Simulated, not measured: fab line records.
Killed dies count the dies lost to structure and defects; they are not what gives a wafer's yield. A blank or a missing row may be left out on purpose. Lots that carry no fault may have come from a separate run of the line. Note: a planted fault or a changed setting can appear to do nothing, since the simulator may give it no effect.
fab line records ; flow nand-harc
[record] lots = 24; wafers = 72; last-day = 26
route steps=1159 shown P_ZERO_WELL@14 P_STI@90 P_GATE@131
lots that met no fault: taken from a fault-free run of the same line
start-h: hours from the record's opening day to when the first of the lot's shown wafers began ; wait-h: hours elapsed since this lot's preceding step ; " the same as in the row above ; L1.1+2: a row that stands for several wafers ; - no value present, or no start provided ; * or withheld: withheld ; < > ~ a bound
route shown NAME@n: names a module that has steps shown in the file, with the first one's number in the route ; usual: the fault-free wafers' mean and standard deviation ; same: alike in all rows ; chamber/n: place in a boat ; sites: readings site by site ; _std_site: standard deviation across them ; _edge_site: inner sites' mean taken away from outer sites' mean ; radius-mm: how far each site lies from the wafer's centre ; mask NAME#n: copy n ; behind: the last tool/chamber to shape the wafer ; hold: what put the lot on hold/how long, in hours/how the hold closed ; device: names the non-switching transistor (n, p or np) ; end of line: the tests these same wafers got at the end of their route ; for a step that has no rows: nothing shown but its recipe ; killed: dies lost to structure and defects at the first sort, not the wafer's yield ; map: shows each die of a wafer: x if killed, . if not, _ if none is there
set.NAME: the setting as run; set.NAME@STEP: as run at that earlier step ; model.NAME: the simulator's own value behind a step, which no gauge read
one table for each step of the route and one row for each wafer, over a sample of lots
services: a tool's chamber out of use, with start hour (start-h, from the record's first day; less than 0 if before it), hours out, and reason
[[steps]]
[step NHARC_P_ZERO_WELL_CD_MEAS_11]
[recipe] target-cd-nm = 500; landing-energy-ev = 500
[usual] cd-nm = 499.5/1.7
lot.wafer;tool;chamber;start-h;wait-h;cd-nm
L074.2;cd-sem-02;0;13.25;-;498.8
L074.5;cd-sem-02;0;13.25;-;500.1
L074.6;cd-sem-02;0;13.25;-;497.8
L075.3;cd-sem-03;0;19.64;-;495.4
L075.4;cd-sem-03;0;19.64;-;495.8
L075.6;cd-sem-03;0;19.64;-;495.7
L076.1;cd-sem-02;0;25.30;-;499.4
L076.2;cd-sem-02;0;25.30;-;501.0
L076.4;cd-sem-02;0;25.30;-;500.2
L077.1;cd-sem-01;0;31.24;-;500.7
L077.2;cd-sem-01;0;31.24;-;500.9
L077.3;cd-sem-01;0;31.24;-;500.4
L078.2;cd-sem-03;0;37.25;-;500.3
L078.4;cd-sem-03;0;37.25;-;500.9
L078.6;cd-sem-03;0;37.25;-;500.5
L079.1;cd-sem-02;0;43.24;-;499.4
L079.2;cd-sem-02;0;43.24;-;500.4
L079.4;cd-sem-02;0;43.24;-;500.8
L080.1;cd-sem-03;0;49.24;-;500.3
L080.2;cd-sem-03;0;49.24;-;500.4
L080.4;cd-sem-03;0;49.24;-;499.1
L081.3;cd-sem-03;0;55.25;-;500.9
L081.4;cd-sem-03;0;55.25;-;497.8
L081.6;cd-sem-03;0;55.25;-;497.7
L082.1;cd-sem-01;0;61.24;-;497.3
L082.2;cd-sem-01;0;61.24;-;498.7
L082.3;cd-sem-01;0;61.24;-;497.2
L083.4;cd-sem-02;0;67.26;-;499.6
L083.5;cd-sem-02;0;67.26;-;500.5
L083.6;cd-sem-02;0;67.26;-;500.1
L084.2;cd-sem-03;0;73.52;-;501.0
L084.3;cd-sem-03;0;73.52;-;499.6
L084.5;cd-sem-03;0;73.52;-;499.1
L085.4;cd-sem-01;0;79.26;-;498.3
L085.5;cd-sem-01;0;79.26;-;497.7
L085.6;cd-sem-01;0;79.26;-;499.1
L086.2;cd-sem-02;0;85.35;-;498.3
L086.3;cd-sem-02;0;85.35;-;498.8
L086.5;cd-sem-02;0;85.35;-;498.7
L087.3;cd-sem-01;0;91.13;-;498.1
L087.4;cd-sem-01;0;91.13;-;498.8
L087.5;cd-sem-01;0;91.13;-;499.0
L088.1;cd-sem-03;0;97.25;-;495.9
L088.5;cd-sem-03;0;97.25;-;500.1
L088.6;cd-sem-03;0;97.25;-;499.5
L089.2;cd-sem-01;0;103.24;-;501.4
L089.3;cd-sem-01;0;103.24;-;501.1
L089.5;cd-sem-01;0;103.24;-;501.4
L090.3;cd-sem-01;0;109.14;-;500.1
L090.4;cd-sem-01;0;109.14;-;501.7
L090.5;cd-sem-01;0;109.14;-;500.1
L091.1;cd-sem-01;0;115.13;-;499.1
L091.2;cd-sem-01;0;115.13;-;497.6
L091.5;cd-sem-01;0;115.13;-;498.8
L092.1;cd-sem-01;0;121.24;-;499.1
L092.5;cd-sem-01;0;121.24;-;498.9
L092.6;cd-sem-01;0;121.24;-;498.3
L093.1;cd-sem-02;0;127.25;-;503.0
L093.3;cd-sem-02;0;127.25;-;500.8
L093.5;cd-sem-02;0;127.25;-;501.6
L094.3;cd-sem-02;0;133.12;-;498.2
L094.4;cd-sem-02;0;133.12;-;496.6
L094.5;cd-sem-02;0;133.12;-;497.7
L095.1;cd-sem-02;0;139.25;-;502.2
L095.2;cd-sem-02;0;139.25;-;503.4
L095.5;cd-sem-02;0;139.25;-;502.8
L096.1;cd-sem-02;0;145.24;-;500.3
L096.2;cd-sem-02;0;145.24;-;498.0
L096.3;cd-sem-02;0;145.24;-;499.5
L097.2;cd-sem-01;0;151.11;-;499.8
L097.3;cd-sem-01;0;151.11;-;500.1
L097.6;cd-sem-01;0;151.11;-;499.0
[step NHARC_P_STI_ETCH_15]
[recipe] target-depth-a = 3000; taper-deg = 4; time-s = 100.1; hbr-flow-sccm = 150; cl2-flow-sccm = 50; rf-w = 400; icp-w = 400; bias-w = 100; chemistry = HBr/Cl2
[usual] drypump-motor-current-A = 5.6/0.56; hbr-flow-sccm = 149.9/0.45; oes-product-au = 1.003/0.0089; throttle-valve-pct = 26.406/0.0092
lot.wafer;tool;chamber;start-h;wait-h;drypump-motor-current-A;hbr-flow-sccm;oes-product-au;rf-hours-counter-h;throttle-valve-pct
L074.2;rie-si-06;1;36.05;-;5.1;150.1;1.000;0.2;26.427
L074.6;rie-si-06;0;36.05;-;6.4;149.8;1.001;-;26.406
L074.5;rie-si-06;1;36.05;-;5.1;149.5;1.007;-;26.409
L075.4;rie-si-01;0;42.78;-;5.5;150.5;0.993;0.7;26.423
L075.3;rie-si-01;1;42.78;-;6.4;150.6;1.009;0.7;26.386
L075.6;rie-si-01;2;42.78;-;5.0;150.1;0.990;-;26.392
L076.2;rie-si-02;3;50.66;-;5.0;149.4;1.000;0.0;26.422
L076.1;rie-si-02;0;50.66;-;5.2;149.4;1.006;0.0;26.420
L076.4;rie-si-02;1;50.66;-;5.6;151.0;1.007;0.1;26.417
L077.3;rie-si-01;2;50.81;-;5.0;149.8;0.988;0.8;26.412
L077.1;rie-si-01;3;50.81;-;5.0;150.0;1.001;0.8;26.395
L077.2;rie-si-01;0;50.81;-;5.5;149.2;1.003;0.8;26.393
L078.4;rie-si-01;1;59.69;-;6.4;149.7;1.018;0.8;26.403
L078.2;rie-si-01;0;59.69;-;5.5;150.3;1.003;0.8;26.388
L078.6;rie-si-01;2;59.69;-;5.0;149.9;1.007;-;26.398
L079.2;rie-si-01;1;67.14;-;6.4;149.4;1.022;0.9;26.410
L079.4;rie-si-01;2;67.14;-;5.0;149.7;0.988;1.0;26.413
L079.1;rie-si-01;3;67.14;-;4.9;150.0;1.014;1.0;26.394
L080.1;rie-si-06;2;72.31;-;6.1;150.0;0.987;0.5;26.391
L080.4;rie-si-06;3;72.31;-;5.4;149.6;0.992;0.4;26.404
L080.2;rie-si-06;0;72.31;-;6.4;150.0;1.001;0.4;26.400
L081.3;rie-si-01;1;79.90;-;6.4;149.8;1.011;1.0;26.400
L081.4;rie-si-01;2;79.90;-;5.0;150.0;0.993;1.1;26.406
L081.6;rie-si-01;1;79.90;-;6.4;149.2;1.011;-;26.414
L082.1;rie-si-06;0;80.10;-;6.4;150.7;1.003;0.4;26.400
L082.3;rie-si-06;2;80.10;-;6.1;150.0;1.005;0.5;26.404
L082.2;rie-si-06;3;80.10;-;5.4;150.0;1.002;0.4;26.405
L083.4;rie-si-02;1;92.46;-;5.6;149.6;1.010;0.3;26.410
L083.6;rie-si-02;1;92.46;-;5.6;150.4;1.004;-;26.407
L083.5;rie-si-02;2;92.46;-;6.1;150.3;1.010;-;26.402
L084.2;rie-si-01;3;92.62;-;4.9;150.0;1.002;1.2;26.396
L084.3;rie-si-01;1;92.62;-;6.4;150.3;1.007;1.2;26.401
L084.5;rie-si-01;3;92.62;-;4.9;150.0;1.010;-;26.405
L086.2;rie-si-02;0;106.27;-;5.2;149.4;0.996;0.3;26.413
L086.3;rie-si-02;3;106.27;-;5.0;150.3;1.000;0.4;26.393
L086.5;rie-si-02;1;106.27;-;5.6;150.0;1.003;-;26.401
L085.4;rie-si-01;3;106.28;-;4.9;150.6;1.013;1.3;26.410
L085.6;rie-si-01;2;106.28;-;5.0;149.8;0.997;-;26.389
L085.5;rie-si-01;3;106.28;-;4.9;150.6;1.002;-;26.399
L087.3;rie-si-06;2;115.46;-;6.1;150.6;1.006;0.8;26.412
L087.4;rie-si-06;0;115.46;-;6.4;148.9;1.011;0.6;26.408
L087.5;rie-si-06;1;115.46;-;5.1;149.6;1.013;-;26.397
L088.1;rie-si-01;1;119.37;-;6.4;149.7;1.000;1.3;26.416
L088.5;rie-si-01;0;119.37;-;5.5;150.3;1.002;-;26.382
L088.6;rie-si-01;1;119.37;-;6.4;149.8;1.004;-;26.415
L089.2;rie-si-06;0;125.58;-;6.4;150.5;0.997;0.6;26.403
L089.3;rie-si-06;1;125.58;-;5.1;150.3;1.014;0.9;26.408
L089.5;rie-si-06;0;125.58;-;6.4;150.0;1.007;-;26.405
L090.4;rie-si-06;1;133.04;-;5.1;149.5;1.002;0.9;26.411
L090.3;rie-si-06;2;133.04;-;6.1;149.3;1.006;0.9;26.399
L090.5;rie-si-06;2;133.04;-;6.1;149.9;0.998;-;26.396
L091.2;rie-si-01;0;137.63;-;5.5;150.3;0.991;0.0;26.399
L091.1;rie-si-01;2;137.63;-;5.0;150.4;1.011;0.0;26.429
L091.5;rie-si-01;3;137.63;-;4.9;150.0;0.992;-;26.405
L092.1;rie-si-06;1;145.94;-;5.1;149.8;1.013;1.1;26.409
L092.6;rie-si-06;3;145.94;-;5.4;150.3;1.024;-;26.414
L092.5;rie-si-06;0;145.94;-;6.4;149.5;1.006;-;26.411
L093.1;rie-si-02;0;146.15;-;5.2;150.7;0.999;0.6;26.402
L093.3;rie-si-02;1;146.15;-;5.6;149.4;1.010;0.7;26.406
L093.5;rie-si-02;3;146.15;-;5.0;150.0;0.982;-;26.405
L095.1;rie-si-06;0;158.45;-;6.4;150.6;0.998;0.9;26.413
L095.2;rie-si-06;2;158.45;-;6.1;149.5;1.004;1.2;26.404
L095.5;rie-si-06;1;158.45;-;5.1;150.2;1.003;-;26.403
L094.4;rie-si-02;2;158.64;-;6.1;150.1;1.018;0.8;26.416
L094.3;rie-si-02;3;158.64;-;5.0;149.9;0.996;0.7;26.411
L094.5;rie-si-02;2;158.64;-;6.1;150.6;1.016;-;26.410
L096.3;rie-si-06;3;167.29;-;5.4;149.3;1.004;1.0;26.407
L096.2;rie-si-06;0;167.29;-;6.4;149.2;1.003;1.0;26.413
L096.1;rie-si-06;2;167.29;-;6.1;149.8;1.004;1.2;26.409
L097.2;rie-si-01;0;176.29;-;5.5;150.1;0.999;0.3;26.390
L097.3;rie-si-01;1;176.29;-;6.4;150.5;1.010;0.3;26.410
L097.6;rie-si-01;3;176.29;-;5.0;150.5;0.996;-;26.411
[step NHARC_P_STI_CMP_21]
[recipe] t-overpolish-s = 20; target-thk-nm = 380.67
[usual] motor-current-A = 11.9/1.1; overpolish-run-s = 19.998/0.0096
lot.wafer;tool;chamber;start-h;wait-h;motor-current-A;overpolish-run-s
L074.2;cmp-02;1;56.45;0.4;12.8;20.011
L074.5;cmp-02;0;56.45;0.4;9.6;19.981
L074.6;cmp-02;1;56.45;0.4;13.2;19.999
L075.4;cmp-02;3;63.81;0.4;13.0;20.008
L075.3;cmp-02;0;63.81;0.4;9.1;19.985
L075.6;cmp-02;3;63.81;0.4;13.3;20.002
L076.2;cmp-04;2;72.11;0.4;10.6;19.989
L076.4;cmp-04;3;72.11;0.4;11.7;19.976
L076.1;cmp-04;1;72.11;0.4;12.4;19.991
L077.3;cmp-02;2;72.11;0.4;11.4;19.973
L077.1;cmp-02;0;72.11;0.4;9.8;20.000
L077.2;cmp-02;1;72.11;0.4;13.8;20.002
L078.2;cmp-01;3;78.06;0.4;11.7;20.005
L078.4;cmp-01;0;78.06;0.4;12.4;19.996
L078.6;cmp-01;3;78.06;0.4;11.4;19.988
L079.2;cmp-01;0;89.05;0.4;12.6;19.984
L079.4;cmp-01;1;89.05;0.4;11.7;20.006
L079.1;cmp-01;2;89.05;0.4;12.4;20.004
L080.1;cmp-04;3;94.04;0.4;11.7;19.991
L080.2;cmp-04;0;94.04;0.4;12.9;20.014
L080.4;cmp-04;1;94.04;0.4;12.7;20.006
L082.3;cmp-04;2;102.26;0.4;10.9;19.997
L082.1;cmp-04;0;102.26;0.4;12.3;19.997
L082.2;cmp-04;1;102.26;0.4;12.0;19.993
L081.3;cmp-02;1;102.29;0.4;12.8;19.983
L081.4;cmp-02;2;102.29;0.4;11.5;19.997
L081.6;cmp-02;0;102.29;0.4;9.4;20.000
L083.4;cmp-01;0;110.82;0.4;13.1;19.988
L083.6;cmp-01;0;110.82;0.4;13.1;20.005
L083.5;cmp-01;1;110.82;0.4;12.1;20.008
L084.3;cmp-04;0;110.84;0.4;13.2;19.985
L084.2;cmp-04;1;110.84;0.4;13.2;19.990
L084.5;cmp-04;3;110.84;0.4;12.2;19.993
L086.3;cmp-02;0;134.30;0.4;9.6;19.998
L086.2;cmp-02;3;134.30;0.4;13.4;20.002
L086.5;cmp-02;1;134.30;0.4;13.1;20.005
L085.4;cmp-01;1;134.30;0.4;11.7;20.008
L085.5;cmp-01;1;134.30;0.4;11.4;20.010
L085.6;cmp-01;2;134.30;0.4;12.5;19.995
L087.4;cmp-01;3;134.45;0.5;10.9;19.984
L087.3;cmp-01;2;134.45;0.5;12.7;19.994
L087.5;cmp-01;3;134.45;0.5;11.1;20.009
L088.1;cmp-02;0;134.48;0.5;9.9;19.994
L088.6;cmp-02;3;134.48;0.5;13.1;20.005
L088.5;cmp-02;0;134.48;0.5;9.5;19.996
L089.2;cmp-02;2;147.62;0.4;11.2;19.984
L089.3;cmp-02;3;147.62;0.4;12.7;20.002
L089.5;cmp-02;2;147.62;0.4;11.6;19.988
L090.3;cmp-04;2;151.53;0.4;10.7;19.968
L090.4;cmp-04;3;151.53;0.4;12.1;20.008
L090.5;cmp-04;1;151.53;0.4;13.3;19.999
L091.2;cmp-04;1;158.05;0.4;12.2;19.982
L091.1;cmp-04;3;158.05;0.4;12.1;19.993
L091.5;cmp-04;1;158.05;0.4;12.8;20.001
L092.1;cmp-04;3;164.93;0.4;11.9;20.006
L092.6;cmp-04;2;164.93;0.4;10.7;19.982
L092.5;cmp-04;3;164.93;0.4;12.1;19.997
L093.3;cmp-02;0;164.95;0.4;10.0;20.002
L093.1;cmp-02;2;164.95;0.4;11.0;19.991
L093.5;cmp-02;0;164.95;0.4;9.6;19.992
L094.4;cmp-01;3;179.18;0.4;11.1;20.003
L094.3;cmp-01;1;179.18;0.4;11.9;19.989
L094.5;cmp-01;3;179.18;0.4;11.0;20.002
L095.1;cmp-02;1;179.18;0.4;12.8;20.008
L095.2;cmp-02;3;179.18;0.4;12.6;20.005
L095.5;cmp-02;2;179.18;0.4;11.8;20.001
L096.2;cmp-01;2;187.92;0.4;13.0;19.995
L096.3;cmp-01;3;187.92;0.4;11.2;20.012
L096.1;cmp-01;1;187.92;0.4;10.9;20.000
L097.2;cmp-04;2;194.41;0.4;10.8;19.986
L097.3;cmp-04;3;194.41;0.4;12.5;19.993
L097.6;cmp-04;1;194.41;0.4;12.3;19.988
[step NHARC_P_GATE_HM_DEP_102]
[recipe] target-thk-a = 1200; temp-c = 400; material = aC
[usual] throttle-valve-pct = 35.000/0.0093
lot.wafer;tool;chamber;start-h;wait-h;throttle-valve-pct
L074.2;acl-dep-01;0;93.47;5.3;35.000
L074.5;acl-dep-01;0;93.47;5.3;34.999
L074.6;acl-dep-01;0;93.47;5.3;35.002
L075.3;acl-dep-02;0;95.37;2.6;34.997
L075.4;acl-dep-02;0;95.37;2.6;34.994
L075.6;acl-dep-02;0;95.37;2.6;35.005
L077.1;acl-dep-02;0;102.83;2.1;34.985
L077.2;acl-dep-02;0;102.83;2.1;34.994
L077.3;acl-dep-02;0;102.83;2.1;34.989
L076.1;acl-dep-02;0;103.47;2.7;34.995
L076.2;acl-dep-02;0;103.47;2.7;35.016
L076.4;acl-dep-02;0;103.47;2.7;35.004
L078.2;acl-dep-02;0;109.97;1.1;34.991
L078.4;acl-dep-02;0;109.97;1.1;34.999
L078.6;acl-dep-02;0;109.97;1.1;34.986
L079.1;acl-dep-02;0;118.69;0.4;35.006
L079.2;acl-dep-02;0;118.69;0.4;35.006
L079.4;acl-dep-02;0;118.69;0.4;35.008
L080.1;acl-dep-02;0;131.05;0.4;34.991
L080.2;acl-dep-02;0;131.05;0.4;35.003
L080.4;acl-dep-02;0;131.05;0.4;34.988
L081.3;acl-dep-01;0;134.77;0.6;34.994
L081.4;acl-dep-01;0;134.77;0.6;35.002
L081.6;acl-dep-01;0;134.77;0.6;34.992
L082.1;acl-dep-01;0;135.20;1.0;35.001
L082.2;acl-dep-01;0;135.20;1.0;34.986
L082.3;acl-dep-01;0;135.20;1.0;35.002
L083.4;acl-dep-02;0;143.34;0.9;35.007
L083.5;acl-dep-02;0;143.34;0.9;34.993
L083.6;acl-dep-02;0;143.34;0.9;34.997
L084.2;acl-dep-02;0;143.76;1.4;34.987
L084.3;acl-dep-02;0;143.76;1.4;35.003
L084.5;acl-dep-02;0;143.76;1.4;35.004
L086.2;acl-dep-03;0;164.26;1.5;34.989
L086.3;acl-dep-03;0;164.26;1.5;34.989
L086.5;acl-dep-03;0;164.26;1.5;34.995
L087.3;acl-dep-02;0;164.66;1.9;35.034
L087.4;acl-dep-02;0;164.66;1.9;34.996
L087.5;acl-dep-02;0;164.66;1.9;35.017
L088.1;acl-dep-03;0;164.80;2.0;35.005
L088.5;acl-dep-03;0;164.80;2.0;35.003
L088.6;acl-dep-03;0;164.80;2.0;34.999
L085.4;acl-dep-01;0;165.38;2.6;35.007
L085.5;acl-dep-01;0;165.38;2.6;35.005
L085.6;acl-dep-01;0;165.38;2.6;34.988
L089.2;acl-dep-01;0;179.55;2.1;35.008
L089.3;acl-dep-01;0;179.55;2.1;35.000
L089.5;acl-dep-01;0;179.55;2.1;35.010
L090.3;acl-dep-03;0;179.92;2.5;34.996
L090.4;acl-dep-03;0;179.92;2.5;34.995
L090.5;acl-dep-03;0;179.92;2.5;35.007
L091.1;acl-dep-03;0;191.48;1.3;35.001
L091.2;acl-dep-03;0;191.48;1.3;35.001
L091.5;acl-dep-03;0;191.48;1.3;35.003
L092.1;acl-dep-01;0;196.73;3.3;34.996
L092.5;acl-dep-01;0;196.73;3.3;35.001
L092.6;acl-dep-01;0;196.73;3.3;34.993
L093.1;acl-dep-02;0;196.83;3.5;34.987
L093.3;acl-dep-02;0;196.83;3.5;34.992
L093.5;acl-dep-02;0;196.83;3.5;35.000
L094.3;acl-dep-02;0;209.27;1.4;34.999
L094.4;acl-dep-02;0;209.27;1.4;34.975
L094.5;acl-dep-02;0;209.27;1.4;35.016
L095.1;acl-dep-03;0;209.65;1.8;34.990
L095.2;acl-dep-03;0;209.65;1.8;35.005
L095.5;acl-dep-03;0;209.65;1.8;35.019
L096.1;acl-dep-03;0;219.24;0.4;34.979
L096.2;acl-dep-03;0;219.24;0.4;35.004
L096.3;acl-dep-03;0;219.24;0.4;35.019
L097.2;acl-dep-01;0;225.55;0.5;35.003
L097.3;acl-dep-01;0;225.55;0.5;34.988
L097.6;acl-dep-01;0;225.55;0.5;35.003
[step NHARC_P_GATE_INSPECT_28]
[usual] raw-defect-count = 7.0/2.9
lot.wafer;tool;chamber;start-h;wait-h;raw-defect-count
L074.2;defect-inspect-02;-;94.84;0.0;5
L074.5;defect-inspect-02;-;94.84;0.0;5
L074.6;defect-inspect-02;-;94.84;0.0;10
L075.3;defect-inspect-01;-;96.66;0.0;8
L075.4;defect-inspect-01;-;96.66;0.0;8
L075.6;defect-inspect-01;-;96.66;0.0;10
L077.1;defect-inspect-01;-;104.17;0.0;8
L077.2;defect-inspect-01;-;104.17;0.0;7
L077.3;defect-inspect-01;-;104.17;0.0;11
L076.1;defect-inspect-02;-;104.84;0.0;12
L076.2;defect-inspect-02;-;104.84;0.0;12
L076.4;defect-inspect-02;-;104.84;0.0;7
L078.2;defect-inspect-01;-;111.37;0.0;10
L078.4;defect-inspect-01;-;111.37;0.0;5
L078.6;defect-inspect-01;-;111.37;0.0;3
L079.1;defect-inspect-01;-;120.23;0.0;6
L079.2;defect-inspect-01;-;120.23;0.0;10
L079.4;defect-inspect-01;-;120.23;0.0;4
L080.1;defect-inspect-02;-;132.39;0.0;8
L080.2;defect-inspect-02;-;132.39;0.0;6
L080.4;defect-inspect-02;-;132.39;0.0;10
L081.3;defect-inspect-02;-;136.03;0.0;8
L081.4;defect-inspect-02;-;136.03;0.0;4
L081.6;defect-inspect-02;-;136.03;0.0;7
L082.1;defect-inspect-02;-;136.55;0.0;7
L082.2;defect-inspect-02;-;136.55;0.0;8
L082.3;defect-inspect-02;-;136.55;0.0;7
L083.4;defect-inspect-01;-;144.48;0.0;7
L083.5;defect-inspect-01;-;144.48;0.0;10
L083.6;defect-inspect-01;-;144.48;0.0;5
L084.2;defect-inspect-02;-;145.00;0.0;5
L084.3;defect-inspect-02;-;145.00;0.0;2
L084.5;defect-inspect-02;-;145.00;0.0;9
L086.2;defect-inspect-01;-;165.66;0.0;4
L086.3;defect-inspect-01;-;165.66;0.0;2
L086.5;defect-inspect-01;-;165.66;0.0;7
L087.3;defect-inspect-02;-;165.94;0.0;10
L087.4;defect-inspect-02;-;165.94;0.0;13
L087.5;defect-inspect-02;-;165.94;0.0;4
L088.1;defect-inspect-02;-;166.29;0.0;13
L088.5;defect-inspect-02;-;166.29;0.0;10
L088.6;defect-inspect-02;-;166.29;0.0;8
L085.4;defect-inspect-01;-;166.58;0.0;4
L085.5;defect-inspect-01;-;166.58;0.0;6
L085.6;defect-inspect-01;-;166.58;0.0;5
L089.2;defect-inspect-01;-;180.91;0.0;6
L089.3;defect-inspect-01;-;180.91;0.0;11
L089.5;defect-inspect-01;-;180.91;0.0;8
L090.3;defect-inspect-01;-;181.20;0.1;7
L090.4;defect-inspect-01;-;181.20;0.1;6
L090.5;defect-inspect-01;-;181.20;0.1;9
L091.1;defect-inspect-02;-;192.88;0.0;4
L091.2;defect-inspect-02;-;192.88;0.0;10
L091.5;defect-inspect-02;-;192.88;0.0;9
L092.1;defect-inspect-01;-;198.21;0.0;9
L092.5;defect-inspect-01;-;198.21;0.0;6
L092.6;defect-inspect-01;-;198.21;0.0;8
L093.1;defect-inspect-01;-;198.39;0.0;6
L093.3;defect-inspect-01;-;198.39;0.0;7
L093.5;defect-inspect-01;-;198.39;0.0;6
L094.3;defect-inspect-02;-;210.39;0.0;9
L094.4;defect-inspect-02;-;210.39;0.0;2
L094.5;defect-inspect-02;-;210.39;0.0;4
L095.1;defect-inspect-02;-;211.12;0.0;4
L095.2;defect-inspect-02;-;211.12;0.0;10
L095.5;defect-inspect-02;-;211.12;0.0;11
L096.1;defect-inspect-01;-;220.58;0.0;4
L096.2;defect-inspect-01;-;220.58;0.0;6
L096.3;defect-inspect-01;-;220.58;0.0;4
L097.2;defect-inspect-02;-;226.90;0.0;6
L097.3;defect-inspect-02;-;226.90;0.0;6
L097.6;defect-inspect-02;-;226.90;0.0;3
[step NHARC_P_GATE_CD_MEAS_46]
[recipe] target-cd-nm = 720; landing-energy-ev = 500
[usual] cd-nm = 720.8/1.7
lot.wafer;tool;chamber;start-h;wait-h;cd-nm
L074.2;cd-sem-03;0;106.74;-;725.1
L074.5;cd-sem-03;0;106.74;-;722.8
L074.6;cd-sem-03;0;106.74;-;721.3
L075.3;cd-sem-02;0;108.57;-;718.8
L075.4;cd-sem-02;0;108.57;-;721.1
L075.6;cd-sem-02;0;108.57;-;719.4
L077.1;cd-sem-01;0;116.21;-;716.5
L077.2;cd-sem-01;0;116.21;-;718.9
L077.3;cd-sem-01;0;116.21;-;718.7
L076.1;cd-sem-02;0;118.97;-;720.1
L076.2;cd-sem-02;0;118.97;-;722.8
L076.4;cd-sem-02;0;118.97;-;720.5
L078.2;cd-sem-02;0;123.16;-;720.7
L078.4;cd-sem-02;0;123.16;-;724.7
L078.6;cd-sem-02;0;123.16;-;722.2
L079.1;cd-sem-01;0;132.15;-;725.2
L079.2;cd-sem-01;0;132.15;-;720.6
L079.4;cd-sem-01;0;132.15;-;721.7
L080.1;cd-sem-02;0;144.20;-;719.2
L080.2;cd-sem-02;0;144.20;-;718.9
L080.4;cd-sem-02;0;144.20;-;723.0
L081.3;cd-sem-03;0;147.88;-;719.1
L081.4;cd-sem-03;0;147.88;-;722.1
L081.6;cd-sem-03;0;147.88;-;718.7
L082.1;cd-sem-02;0;148.38;-;720.0
L082.2;cd-sem-02;0;148.38;-;723.6
L082.3;cd-sem-02;0;148.38;-;723.6
L083.4;cd-sem-02;0;156.20;-;722.2
L083.5;cd-sem-02;0;156.20;-;719.8
L083.6;cd-sem-02;0;156.20;-;721.8
L084.2;cd-sem-01;0;156.84;-;719.9
L084.3;cd-sem-01;0;156.84;-;719.5
L084.5;cd-sem-01;0;156.84;-;721.7
L086.2;cd-sem-01;0;177.84;-;720.8
L086.3;cd-sem-01;0;177.84;-;718.9
L086.5;cd-sem-01;0;177.84;-;721.3
L088.1;cd-sem-01;0;178.65;-;720.9
L088.5;cd-sem-01;0;178.65;-;723.5
L088.6;cd-sem-01;0;178.65;-;719.8
L085.4;cd-sem-01;0;179.00;-;721.4
L085.5;cd-sem-01;0;179.00;-;722.3
L085.6;cd-sem-01;0;179.00;-;720.7
L087.3;cd-sem-02;0;184.35;-;720.9
L087.4;cd-sem-02;0;184.35;-;720.5
L087.5;cd-sem-02;0;184.35;-;720.3
L089.2;cd-sem-03;0;192.94;-;718.4
L089.3;cd-sem-03;0;192.94;-;721.8
L089.5;cd-sem-03;0;192.94;-;721.2
L090.3;cd-sem-01;0;193.28;-;721.0
L090.4;cd-sem-01;0;193.28;-;719.4
L090.5;cd-sem-01;0;193.28;-;720.2
L091.1;cd-sem-02;0;205.12;-;718.3
L091.2;cd-sem-02;0;205.12;-;720.0
L091.5;cd-sem-02;0;205.12;-;716.6
L092.1;cd-sem-03;0;210.21;-;721.1
L092.5;cd-sem-03;0;210.21;-;718.9
L092.6;cd-sem-03;0;210.21;-;721.7
L093.1;cd-sem-03;0;212.37;-;721.7
L093.3;cd-sem-03;0;212.37;-;721.3
L093.5;cd-sem-03;0;212.37;-;721.6
L094.3;cd-sem-03;0;222.29;-;723.0
L094.4;cd-sem-03;0;222.29;-;720.7
L094.5;cd-sem-03;0;222.29;-;722.9
L095.1;cd-sem-03;0;222.95;-;722.1
L095.2;cd-sem-03;0;222.95;-;717.4
L095.5;cd-sem-03;0;222.95;-;719.9
L096.1;cd-sem-03;0;232.53;-;723.4
L096.2;cd-sem-03;0;232.53;-;718.4
L096.3;cd-sem-03;0;232.53;-;722.5
L097.2;cd-sem-02;0;239.16;-;719.7
L097.3;cd-sem-02;0;239.16;-;719.7
L097.6;cd-sem-02;0;239.16;-;718.7
[[services]]
tool;chamber;start-h;hours;kind
cmp-02;-;30.58;4.0;pm
cmp-04;-;34.14;1.8;repair
cmp-04;-;45.93;1.1;repair
acl-dep-02;-;63.92;7.3;repair
rie-si-01;-;74.70;0.1;repair
cmp-01;-;81.50;4.0;pm
cmp-02;-;98.40;2.2;repair
rie-si-01;-;99.95;0.8;repair
cmp-04;-;105.01;4.0;pm
acl-dep-01;-;111.66;13.0;pm
cmp-02;-;123.39;0.3;repair
rie-si-01;-;127.07;9.0;pm
cmp-02;-;128.58;4.0;pm
cmp-04;-;130.01;5.3;repair
cmp-01;-;131.74;0.9;repair
cmp-02;-;139.97;0.4;repair
acl-dep-02;-;167.47;0.1;repair
acl-dep-02;-;167.89;13.0;pm
rie-si-01;2;171.06;7.7;repair
rie-si-06;-;183.00;9.0;pm
cmp-04;-;188.24;2.3;repair
rie-si-01;0;195.79;2.7;repair
cmp-04;-;203.01;4.0;pm
cmp-02;-;225.88;6.4;repair
[[key]]
fault none
